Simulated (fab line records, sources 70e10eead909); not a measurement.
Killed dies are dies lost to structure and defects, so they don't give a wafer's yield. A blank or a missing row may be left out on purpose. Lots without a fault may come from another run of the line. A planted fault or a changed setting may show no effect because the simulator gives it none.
fab line records | flow nand_harc
record lots=13 wafers=39 last_day=33
route steps=1302 shown A_CONTACT@997
lots that met no fault: from a run of the same line without faults
start_h: hours from the record's first day to the start of the lot's first wafer shown | wait_h: hours since the lot's step before | " the same as in the row above | L1.1+2: a row that stands for several wafers | - no value, or no start given | * or withheld: withheld | < > ~ a bound
route shown NAME@n: a module of which the file shows steps, and the number in the route of the first | usual: mean/standard deviation of fault-free wafers | same: alike in all rows | chamber/n: place in a boat | sites: the reading at each site | _std_site: their standard deviation | _edge_site: outer sites' mean less inner sites' | radius_mm: how far each site lies from the wafer's centre | mask NAME#n: copy n | behind: the tool/chamber that last shaped the wafer | hold: why the lot was held/for how many hours/how that ended | device: the transistor (n, p or np) that didn't switch | end of line: the same wafers' tests at the end of the route | a step without rows: its recipe alone | killed: dies lost to structure and defects at the first sort, not the wafer's yield | map: a wafer's dies, x killed, . not, _ none there
set.NAME: the setting as run; set.NAME@STEP: as run at that earlier step | model.NAME: the simulator's own value behind a step, which no gauge read
steps of the route over a sample of lots; a table a step, a row a wafer
services: from which hour (start_h, from the record's first day; less than 0 if before it) a tool's chamber was out of use, for how many hours, and why
## steps
# step NHARC_A_CONTACT_CD_MEAS_42
# recipe target_cd_nm=300 landing_energy_ev=500
# usual cd_nm=299.9/0.81
# columns lot.wafer tool chamber start_h wait_h cd_nm
L420.3 cd_sem-03 0 502.97 - 298.9
L420.4 " 0 " " 298.6
L420.5 " 0 " " 299.2
L421.1 cd_sem-01 0 511.44 - 299.3
L421.4 " 0 " " 298.5
L421.5 " 0 " " 299.3
L422.1 cd_sem-02 0 519.59 - 298.6
L422.3 " 0 " " 299.1
L422.4 " 0 " " 298.3
L424.1 cd_sem-02 0 527.54 - 299.6
L424.4 " 0 " " 300.2
L424.6 " 0 " " 299.6
L423.2 cd_sem-01 0 528.42 - 298.7
L423.4 " 0 " " 299.4
L423.6 " 0 " " 300.2
L426.1 cd_sem-03 0 548.06 - 300.5
L426.2 " 0 " " 300.5
L426.3 " 0 " " 300.5
L428.1 cd_sem-01 0 573.26 - 300.6
L428.3 " 0 " " 299.9
L428.4 " 0 " " 299.4
L431.2 cd_sem-01 0 600.56 - 301.1
L431.3 " 0 " " 299.0
L431.6 " 0 " " 299.5
L433.1 cd_sem-03 0 631.32 - 298.9
L433.3 " 0 " " 299.4
L433.4 " 0 " " 299.0
L436.3 cd_sem-03 0 644.45 - 298.8
L436.4 " 0 " " 299.2
L436.5 " 0 " " 300.0
L439.1 cd_sem-03 0 674.79 - 300.1
L439.5 " 0 " " 298.7
L439.6 " 0 " " 300.1
L441.1 cd_sem-01 0 690.78 - 301.2
L441.3 " 0 " " 300.2
L441.5 " 0 " " 300.9
L443.1 cd_sem-01 0 718.81 - 301.5
L443.4 " 0 " " 299.5
L443.6 " 0 " " 299.5
# step NHARC_A_CONTACT_ETCH_49
# recipe target_depth_a=2600 over_etch_frac=0.3 time_s=475.3 ion_energy_ev=200 n2_flow_sccm=150 h2_flow_sccm=150 ar_flow_sccm=0 rf_w=400 bias_w=150 chemistry=N2/H2
# usual drypump_motor_current_A=5.6/0.39 h2_flow_sccm=149.9/0.45 n2_flow_sccm=150.0/0.49 oes_product_au=1.000/0.014 rf_vpp_V=430/3 showerhead_plenum_p_Torr=2.04/0.1 throttle_valve_pct=14.171/0.0086
# same over_etch_frac=0.3 time_s=475.3
# columns lot.wafer tool chamber start_h wait_h drypump_motor_current_A h2_flow_sccm n2_flow_sccm oes_product_au rf_hours_counter_h rf_vpp_V showerhead_plenum_p_Torr throttle_valve_pct
L420.4 rie_diel-06 3 503.32 - 5.4 150.1 150.2 0.998 5 434 2.19 14.172
L420.3 " 1 " " 4.9 150.4 150.1 1.007 3 428 1.97 14.148
L420.5 " 3 " " 5.4 150.4 148.8 1.002 - 435 2.19 14.165
L421.1 rie_diel-06 0 511.94 - 5.4 150.2 149.5 0.986 9 434 2.17 14.170
L421.5 " 2 " " 5.7 150.3 150.5 0.979 - 435 2.19 14.183
L421.4 " 1 " " 4.8 150.1 150.5 1.011 - 429 1.97 14.171
L422.1 rie_diel-12 1 519.96 - 5.9 150.5 150.1 0.998 10 431 2.01 14.179
L422.4 " 2 " " 5.7 149.4 149.7 1.024 7 428 1.90 14.179
L422.3 " 0 " " 4.9 149.9 149.7 0.974 11 428 1.96 14.177
L424.4 rie_diel-06 0 527.97 - 5.4 148.9 149.3 0.989 15 435 2.17 14.176
L424.1 " 1 " " 4.8 149.8 150.0 1.014 13 430 1.97 14.186
L424.6 " 2 " " 5.7 149.5 150.5 0.992 - 435 2.19 14.179
L423.4 rie_diel-12 1 528.78 - 5.9 150.4 150.3 1.003 13 429 2.01 14.163
L423.2 " 0 " " 4.9 150.7 150.0 0.993 13 427 1.95 14.162
L423.6 " 1 " " 6.0 150.9 151.1 1.019 - 429 2.01 14.162
L426.3 rie_diel-03 2 548.42 - 6.0 150.0 150.2 1.007 31 434 2.07 14.193
L426.2 " 0 " " 6.1 149.3 150.6 1.002 27 428 1.94 14.174
L426.1 " 1 " " 5.6 149.2 150.6 1.002 26 431 2.07 14.172
L428.4 rie_diel-12 3 573.97 - 5.9 150.7 149.6 0.988 21 432 2.11 14.160
L428.1 " 0 " " 4.9 150.4 149.9 0.985 21 428 1.95 14.175
L428.3 " 1 " " 5.9 149.9 150.3 0.991 18 429 2.01 14.166
L431.3 rie_diel-12 1 601.41 - 5.9 150.8 150.7 0.997 20 428 2.01 14.166
L431.2 " 0 " " 4.9 148.8 149.7 0.982 23 427 1.95 14.176
L431.6 " 2 " " 5.7 149.8 150.0 1.004 - 426 1.90 14.171
L433.3 rie_diel-12 3 631.72 - 5.9 149.5 150.0 1.003 0 435 2.11 14.180
L433.4 " 0 " " 4.9 149.7 149.6 0.999 0 429 1.95 14.170
L433.1 " 1 " " 6.0 120.2 150.0 0.981 0 429 1.91 13.646
L436.4 rie_diel-12 0 644.86 - 4.9 150.6 150.4 0.993 4 428 1.95 14.176
L436.3 " 1 " " 5.9 120.1 150.2 0.990 4 430 1.90 13.650
L436.5 " 3 " " 5.9 150.1 150.4 0.995 - 432 2.11 14.178
L439.1 rie_diel-06 1 675.15 - 4.9 150.0 150.1 1.024 1 429 1.95 14.169
L439.6 " 1 " " 4.9 149.9 149.4 1.019 - 427 1.95 14.176
L439.5 " 2 " " 5.7 150.3 150.0 1.008 - 434 2.17 14.168
L441.1 rie_diel-03 1 691.18 - 5.6 149.4 149.9 0.999 11 431 2.06 14.164
L441.3 " 2 " " 6.1 150.5 149.3 0.980 18 430 2.05 14.173
L441.5 " 1 " " 5.6 150.0 149.7 1.002 - 431 2.06 14.170
L443.1 rie_diel-06 3 719.20 - 5.4 150.3 149.6 1.017 17 433 2.17 14.178
L443.4 " 0 " " 5.4 149.5 149.6 0.967 18 433 2.15 14.163
L443.6 " 3 " " 5.4 150.6 149.9 1.013 - 433 2.17 14.182
# step NHARC_A_CONTACT_ETCH_115
# recipe source_w=withheld pressure_mtorr=20 bias_v=3000 time_s=190 target_depth_a=18500 ar_flow_sccm=withheld c4f8_flow_sccm=withheld o2_flow_sccm=withheld chemistry=C4F8/O2/Ar
# same time_s=190
# columns lot.wafer tool chamber start_h wait_h rf_hours_counter_h
L420.3 har_cap_etch-02 1 505.73 0.1 -
L420.4 " 0 " " -
L420.5 " 0 " " -
L421.1 har_cap_etch-03 0 514.68 0.1 43
L421.4 " 1 " " -
L421.5 " 1 " " -
L422.1 har_cap_etch-03 1 522.60 0.2 45
L422.4 " 0 " " -
L422.3 " 1 " " -
L424.1 har_cap_etch-02 0 530.27 0.1 91
L424.4 " 0 " " -
L424.6 " 0 " " -
L423.2 har_cap_etch-03 1 531.14 0.1 47
L423.4 " 0 " " -
L423.6 " 1 " " -
L426.1 har_cap_etch-01 0 550.78 0.1 9
L426.2 " 1 " " 9
L426.3 " 0 " " -
L428.1 har_cap_etch-01 0 576.34 0.1 13
L428.4 " 1 " " -
L428.3 " 0 " " -
L431.2 har_cap_etch-01 1 604.35 0.1 17
L431.3 " 0 " " -
L431.6 " 0 " " -
L433.1 har_cap_etch-02 1 634.04 0.1 110
L433.3 " 1 " " -
L433.4 " 0 " " -
L436.3 har_cap_etch-02 1 647.24 0.1 -
L436.4 " 0 " " -
L436.5 " 0 " " -
L439.1 har_cap_etch-03 1 677.51 0.1 74
L439.5 " 1 " " -
L439.6 " 0 " " -
L441.1 har_cap_etch-02 0 693.52 0.1 125
L441.3 " 1 " " -
L441.5 " 0 " " -
L443.1 har_cap_etch-02 0 721.90 0.1 130
L443.4 " 0 " " -
L443.6 " 0 " " -
# step NHARC_A_CONTACT_ETCH_116
# recipe source_w=withheld pressure_mtorr=20 bias_v=3000 time_s=190 target_depth_a=18500 ar_flow_sccm=withheld c4f8_flow_sccm=withheld o2_flow_sccm=withheld chemistry=C4F8/O2/Ar
# same time_s=190
# columns lot.wafer tool chamber start_h wait_h rf_hours_counter_h
L420.3 har_cap_etch-02 1 505.90 0.1 -
L420.4 " 0 " " -
L420.5 " 0 " " -
L421.1 har_cap_etch-03 0 514.85 0.1 43
L421.4 " 1 " " -
L421.5 " 1 " " -
L422.1 har_cap_etch-03 1 522.81 0.2 45
L422.4 " 0 " " -
L422.3 " 1 " " -
L424.1 har_cap_etch-02 0 530.44 0.1 92
L424.4 " 0 " " -
L424.6 " 0 " " -
L423.2 har_cap_etch-03 1 531.31 0.1 47
L423.4 " 0 " " -
L423.6 " 1 " " -
L426.1 har_cap_etch-01 0 550.95 0.1 9
L426.2 " 1 " " 9
L426.3 " 0 " " -
L428.1 har_cap_etch-01 0 576.51 0.1 13
L428.4 " 1 " " -
L428.3 " 0 " " -
L431.2 har_cap_etch-01 1 604.52 0.1 17
L431.3 " 0 " " -
L431.6 " 0 " " -
L433.1 har_cap_etch-02 1 634.21 0.1 110
L433.3 " 1 " " -
L433.4 " 0 " " -
L436.3 har_cap_etch-02 1 647.41 0.1 -
L436.4 " 0 " " -
L436.5 " 0 " " -
L439.1 har_cap_etch-03 1 677.68 0.1 74
L439.5 " 1 " " -
L439.6 " 0 " " -
L441.1 har_cap_etch-02 0 693.69 0.1 125
L441.3 " 1 " " -
L441.5 " 0 " " -
L443.1 har_cap_etch-02 0 722.07 0.1 130
L443.4 " 0 " " -
L443.6 " 0 " " -
## services
# columns tool chamber start_h hours kind
rie_diel-06 - 484.44 9.0 pm
har_cap_etch-01 - 486.29 0.7 repair
rie_diel-03 0 491.44 8.7 repair
rie_diel-12 2 495.22 12.4 repair
har_cap_etch-01 - 498.56 17.0 pm
har_cap_etch-01 0 498.56 17.0 vent_cycle
har_cap_etch-01 1 498.56 17.0 vent_cycle
rie_diel-03 3 499.98 1.6 repair
har_cap_etch-03 - 507.31 3.3 repair
rie_diel-06 3 508.98 12.6 repair
rie_diel-12 1 533.72 14.0 repair
har_cap_etch-01 - 559.47 4.6 repair
rie_diel-03 0 595.85 5.6 repair
rie_diel-06 - 597.52 0.5 repair
har_cap_etch-03 - 600.92 7.8 repair
rie_diel-12 - 622.40 9.0 pm
har_cap_etch-01 - 623.00 1.3 repair
har_cap_etch-03 - 623.94 0.4 repair
rie_diel-03 - 636.50 9.0 pm
rie_diel-03 1 650.83 17.3 repair
rie_diel-03 3 654.93 1.4 repair
rie_diel-06 - 661.44 9.0 pm
har_cap_etch-01 - 689.92 0.4 repair
rie_diel-03 3 696.21 2.9 repair
## key
first_sign step=NHARC_A_CONTACT_ETCH_49 reading=h2_flow_sccm direction=down sigmas=66 usual=149.9 struck=120.2
effect step=NHARC_A_CONTACT_ETCH_49 reading=throttle_valve_pct direction=down sigmas=61 usual=14.171 struck=13.648
met_at NHARC_A_CONTACT_ETCH_49
struck_lots L433,L436
struck_wafers L433.1,L436.3
tester_left_out L433,L436
not_acting_at NHARC_A_CONTACT_CD_MEAS_42,NHARC_A_CONTACT_ETCH_115,NHARC_A_CONTACT_ETCH_116
onset_between 601.41 631.72
fault kind=process_parameter_drift tool=rie_diel-12 chamber=1 onset_h=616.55 steps=NHARC_A_CONTACT_ETCH_49 channel=h2_flow_sccm offset=-30 shape=step end_h=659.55 acts_in=these_recipes_only stated=150
# tester_left_out: of these lots the tester's yield and bins aren't shown, on N5 and GAA mostly nor the transistor test; their killed dies are dies lost to structure and defects alone, not to doping, threshold or leakage, so they don't give the yield
